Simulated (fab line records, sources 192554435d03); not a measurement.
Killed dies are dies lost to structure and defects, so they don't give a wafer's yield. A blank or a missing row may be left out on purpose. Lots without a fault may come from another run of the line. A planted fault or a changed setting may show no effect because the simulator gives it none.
A struck lot beside a sound one | flow n5_finfet | 17 steps out of a route of 1938
Sound: wafers L496.2, L496.4, L496.6. Struck: wafers L507.4, L507.5, L507.6. The cause comes at the end.
At each step with rows: each side's tool, then ch and its chambers, then its first start. Under that, the readings that differ: sound wafers | struck wafers | difference of the means | sigmas: that difference in standard deviations of wafers without a fault.
alike: readings whose means differ by less than 2 such deviations, and words and numbers that are the same on both sides. not compared: withheld readings, readings that some wafer has no value for, bounds like >300 that may hide the same value, and numbers for which the record gives no deviation and whose values overlap.
The two part at a step that has a row with sigmas, a row that says differs or no value, or rows on one side only. Numbers that don't overlap but have no deviation are shown without sigmas and don't part them. A reading that every wafer of one side lacks parts them only if that side has two wafers or more.

N5_SD_ACTIVATION_RS_MEAS_03: measures by four-point-probe.
  sound on film_metro-01, day 3 16:52; struck on film_metro-02, day 6 11:12
  alike: RS_SD_N, RS_SD_P
N5_SD_ACTIVATION_INSPECT_02: inspects for defects (darkfield).
  sound on defect_inspect-02, day 3 17:10; struck on defect_inspect-01, day 6 11:28
  alike: raw_defect_count
N5_ILD0_LINER_00: material SiNx, target thk 4 nm, pulse time 1 s, purge time 2 s.
  sound on ald_sin-01 ch 1,2, day 3 17:13; struck on ald_sin-02 ch 1,2, day 6 11:29
  alike: heater_power_w, precursor_pulse_height_rel, susceptor_temp_C
then, 2 steps without rows for these wafers: N5_ILD0_FCVD_FILL_01 (material SiO2 flowable, target thk 200 nm, time 328.3 s); N5_ILD0_CURE_02 (time 1800 s).
N5_ILD0_CMP_03: polishes, stops on SiNx, t overpolish 1.9 s, target thk 197.38 nm.
  sound on cmp-03 ch 0,2,3, day 3 19:37; struck on cmp-02 ch 2,3, day 6 13:55
  alike: head_pressure_psi, motor_current_A, overpolish_run_s, time_to_endpoint_s
N5_ILD0_THK_MEAS_04:
  sound on film_metro-02, day 3 19:52; struck on film_metro-01, day 6 14:10
  alike: thk_nm
N5_ILD0_CMP_07: polishes SiO2 flowable, stops on poly-Si, t overpolish 1.18 s, target thk 138.88 nm.
  sound on cmp-01 ch 2,3, day 3 19:56; struck on cmp-03 ch 1,2, day 6 14:14
  reading                 | sound             | struck            | difference | sigmas
  head_pressure_psi (psi) | 4.128 4.141 4.119 | 4.155 4.162 4.156 | +0.028     | +3
  alike: motor_current_A
N5_ILD0_THK_MEAS_08:
  sound on film_metro-01, day 3 20:11; struck on film_metro-02, day 6 14:29
  alike: thk_nm
then, 1 step without rows for these wafers: N5_ILD0_PRECLEAN_10 (cleans in NF3:NH3, afs cycles 5, time 20 s, sublimation time 60 s).
N5_ILD0_ALD_15: deposits SiNx, target thk 24 nm, pulse time 1 s, ald cycles 480.
  sound on ald_sin-04 ch 1,2, day 3 20:55; struck on ald_sin-01 ch 0,1,2, day 6 15:14
  alike: heater_power_w, precursor_pulse_height_rel, susceptor_temp_C
N5_ILD0_CMP_12: polishes SiNx, stops on poly-Si, t overpolish 6 s, target thk 17.67 nm.
  sound on cmp-02 ch 0,1,2, day 3 23:09; struck on cmp-02 ch 1,2, day 6 17:26
  alike: head_pressure_psi, motor_current_A, overpolish_run_s, time_to_endpoint_s
N5_ILD0_THK_MEAS_13:
  sound on film_metro-02, day 3 23:24; struck on film_metro-01, day 6 17:44
  alike: thk_nm
N5_ILD0_INSPECT_06: inspects for defects (darkfield).
  sound on defect_inspect-01, day 3 23:26; struck on defect_inspect-01, day 6 17:46
  reading          | sound    | struck      | difference | sigmas
  raw_defect_count | 21 31 20 | 433 413 403 | +392       | +21
N5_SDB_HM_DEP_00: deposits SiNx from SiH4/NH3/N2, target thk 40 nm, time 35.3 s.
  sound on pecvd-01 ch 0,1, day 3 23:28; struck on pecvd-01 ch 0,1,2, day 6 17:50
  alike: heater_power_w, showerhead_plenum_p_Torr, susceptor_temp_C, throttle_valve_pct
-- the record jumps here: 4 days lie between the struck wafers' starts before and after (it left off in module SDB and takes up again in module BEOL_M4, whose first step shown is number 1111 of the route) --
N5_BEOL_M4_RC_MEAS_101:
  sound on prober-01 ch 0, day 8 10:46; struck on prober-01 ch 0, day 11 05:40
  alike: DIBL_N, DIBL_P, IOFF_N, IOFF_P, ION_N, ION_P, SS_N, SS_P, VT_N, VT_P
-- the record jumps here: 6 days lie between the struck wafers' starts before and after (it left off in module BEOL_M4 and takes up again in module PASSIVATION, whose first step shown is number 1936 of the route) --
N5_PASSIVATION_PROBE_49:
  the record has rows for the struck wafers here (prober-01, day 17 06:27) and none for the sound ones

WHERE THEY PART
First at N5_ILD0_CMP_07; last, within this record, at N5_PASSIVATION_PROBE_49.

WHY: what the simulator had put in
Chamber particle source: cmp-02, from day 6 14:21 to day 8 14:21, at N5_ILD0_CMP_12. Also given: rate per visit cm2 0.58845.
